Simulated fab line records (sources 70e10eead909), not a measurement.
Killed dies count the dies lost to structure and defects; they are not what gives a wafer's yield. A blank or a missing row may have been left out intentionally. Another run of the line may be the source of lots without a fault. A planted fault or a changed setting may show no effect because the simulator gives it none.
A lot that was struck, set against a sound lot :: flow nand harc :: 16 out of 1302 route steps
Sound: the wafers L956.3, L956.5, L956.6. Wafers L951.3, L951.4, L951.5 were the ones struck. The cause is named last.
At each step with rows: each side's tool, then ch and its chambers, then its first start. Under that, the readings that differ: sound wafers :: struck wafers :: difference of the means :: sigmas: that difference in standard deviations of wafers without a fault.
alike: readings with means less than 2 such deviations apart, plus words and numbers identical on both sides. not compared: withheld readings, readings lacking a value on some wafer, bounds such as >300 that could conceal the same value, and numbers that have no deviation in the record and whose values overlap.
A row with sigmas, a row that says differs or no value, or rows on one side alone: a step with any of these is where the two part. Numbers that have no deviation but don't overlap get no sigmas and don't part them. A reading missing from all wafers of one side parts the sides only when that side holds two or more wafers.

first, 2 steps without rows for these wafers: NHARC_A_SOURCE_PLATE_SRD_01; NHARC_A_SOURCE_PLATE_OXIDE_02 (material SiO2, target thk 10 nm, ox time 1362 s).
NHARC_A_SOURCE_PLATE_THK_MEAS_09: measures by ellipsometry.
  sound on film metro-01 at day 16 02:52; struck on film metro-02 at day 14 05:29
  alike: thk nm
then, 3 steps without rows for these wafers: NHARC_A_SOURCE_PLATE_PVD_04 (deposits WSi2, target thk 50 nm); NHARC_A_SOURCE_PLATE_CVD_03 (deposits poly-Si, target thk 200 nm, time 4000 s); NHARC_A_SOURCE_PLATE_ANNEAL_05 (time 1800 s).
NHARC_A_SOURCE_PLATE_THK_MEAS_06: measures by ellipsometry.
  sound on film metro-01 at day 16 16:11; struck on film metro-02 at day 14 19:31
  alike: thk nm
NHARC_A_SOURCE_PLATE_INSPECT_08:
  sound on defect inspect-02 at day 16 16:15; struck on defect inspect-02 at day 14 19:37
  alike: raw defect count
then, 1 step without rows for these wafers: NHARC_A_ONON_D1_DEP_00 (target thk 1000 nm).
NHARC_A_ONON_D1_THK_MEAS_02: measures by ellipsometry.
  sound on film metro-01 at day 16 16:50; struck on film metro-02 at day 14 20:11
  alike: thk nm
NHARC_A_ONON_D1_DEP_03: target thk 1000 nm.
  struck on pecvd onon-03, day 14 20:22; sound on pecvd onon-03 ch 0, day 16 17:00
  no value came back on the struck wafers for n2 flow sccm (sccm), n2o flow sccm (sccm); on the sound wafers n2 flow sccm (sccm) reads 2737 2744 2744
then, 4 steps without rows for these wafers: NHARC_A_ONON_D1_DEP_06 (target thk 1000 nm); NHARC_A_ONON_D1_DEP_09 (target thk 1000 nm); NHARC_A_ONON_D1_DEP_12 (target thk 1000 nm); NHARC_A_ONON_D1_ANNEAL_15 (time 3600 s).
-- break in the record here, with 17 days between the starts of the struck wafers on either side (left off in module A_ONON_D1, picked up again in module END, where the first step shown is number 1302 on the route) --
NHARC_END_SORT_01:
  at this point the record logs the struck wafers (prober-02 ch 0, day 31 11:38) and has no rows for the sound ones

## WHERE THEY PART
Last at NHARC_END_SORT_01 as far as this record goes, first at NHARC_A_ONON_D1_DEP_03.

WHY: the cause the simulator had injected
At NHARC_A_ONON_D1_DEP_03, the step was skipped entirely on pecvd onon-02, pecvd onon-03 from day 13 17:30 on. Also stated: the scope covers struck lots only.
